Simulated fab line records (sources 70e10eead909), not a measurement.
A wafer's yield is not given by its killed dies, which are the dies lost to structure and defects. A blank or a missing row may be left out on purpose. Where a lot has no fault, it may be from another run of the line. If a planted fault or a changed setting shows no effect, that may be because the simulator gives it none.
Chamber matching | flow nandHarc | rieSi-06 running NHARC_A_CHANNEL_FILL_D2_ETCHBACK_19: 4 sister chambers
The step etches the open film in HBr/Cl2, target depth 5 nm, time 1.7 s. 24 wafers are shown with their chamber, then 12 later ones without.

WAFERS WITH THEIR CHAMBER
wafer  | chamber | drypumpMotorCurrentA (A) | throttleValvePct (%) | oesProductAu (a.u.)
L075.1 | 1       | 5.3                      | 26.413               | 0.998
L075.3 | 3       | 6.3                      | 26.415               | 1.018
L075.5 | 1       | 5.3                      | 26.422               | 1.007
L076.2 | 0       | 5.9                      | 26.392               | 1.012
L076.4 | 3       | 6.2                      | 26.392               | 1.016
L076.5 | 0       | 5.9                      | 26.394               | 1.006
L078.4 | 0       | 5.8                      | 26.431               | 1.001
L078.5 | 0       | 5.9                      | 26.425               | 1.002
L078.6 | 3       | 6.2                      | 26.410               | 1.003
L079.1 | 2       | 5.6                      | 26.404               | 1.004
L079.4 | 0       | 5.9                      | 26.411               | 1.009
L079.6 | 1       | 5.3                      | 26.415               | 1.011
L081.3 | 0       | 5.9                      | 26.389               | 1.000
L081.4 | 2       | 5.6                      | 26.395               | 1.008
L081.5 | 2       | 5.6                      | 26.410               | 0.997
L084.3 | 2       | 5.6                      | 26.404               | 1.006
L084.4 | 3       | 6.2                      | 26.405               | 1.010
L084.6 | 2       | 5.6                      | 26.403               | 1.004
L086.1 | 3       | 6.2                      | 26.411               | 1.010
L086.4 | 2       | 5.6                      | 26.413               | 0.996
L086.5 | 3       | 6.2                      | 26.404               | 1.008
L088.1 | 1       | 5.4                      | 26.416               | 0.994
L088.3 | 2       | 5.6                      | 26.403               | 0.990
L088.4 | 3       | 6.2                      | 26.403               | 1.000

SIGNATURES (means of the wafers above)
reading              | chamber 0 | chamber 1 | chamber 2 | chamber 3 | scatter within a chamber
drypumpMotorCurrentA | 5.883     | 5.325     | 5.600     | 6.214     | 0.0349
throttleValvePct     | 26.40700  | 26.41650  | 26.40457  | 26.40571  | 0.0105
oesProductAu         | 1.00500   | 1.00250   | 1.00071   | 1.00929   | 0.00634
Rule: for a wafer and a chamber, the distance is found by dividing, reading by reading, the gap between the wafer's reading and the chamber's mean by the reading's scatter, squaring, summing and taking the root. The wafer belongs to the nearest chamber; if the next one is less than 2 further off, it can't be placed. The scatter: the root of (the sum of the squares of (reading less its chamber's mean) over the shown wafers, divided by (wafers less chambers)).

WAFERS MISSING THEIR CHAMBER
wafer  | drypumpMotorCurrentA (A) | throttleValvePct (%) | oesProductAu (a.u.)
L090.2 | 5.3                      | 26.417               | 0.999
L090.4 | 5.6                      | 26.400               | 0.994
L090.5 | 5.3                      | 26.413               | 1.006
L092.1 | 5.3                      | 26.421               | 1.002
L092.4 | 5.9                      | 26.403               | 0.980
L092.6 | 5.6                      | 26.397               | 1.006
L095.2 | 5.6                      | 26.406               | 0.989
L095.4 | 5.9                      | 26.410               | 0.987
L095.6 | 5.3                      | 26.405               | 0.999
L096.1 | 5.4                      | 26.418               | 0.994
L096.3 | 6.2                      | 26.398               | 0.997
L096.6 | 5.6                      | 26.414               | 0.996

THE CHAMBER EACH PASSED THROUGH
wafer  | from the rows above | in truth
L090.2 | 1                   | 1
L090.4 | 2                   | 2
L090.5 | 1                   | 1
L092.1 | 1                   | 1
L092.4 | 0                   | 0
L092.6 | 2                   | 2
L095.2 | 2                   | 2
L095.4 | 0                   | 0
L095.6 | 1                   | 1
L096.1 | 1                   | 1
L096.3 | 3                   | 3
L096.6 | 2                   | 2
Correctly placed: 12 of 12. Not placeable from these rows: 0. 0 placed wrongly.
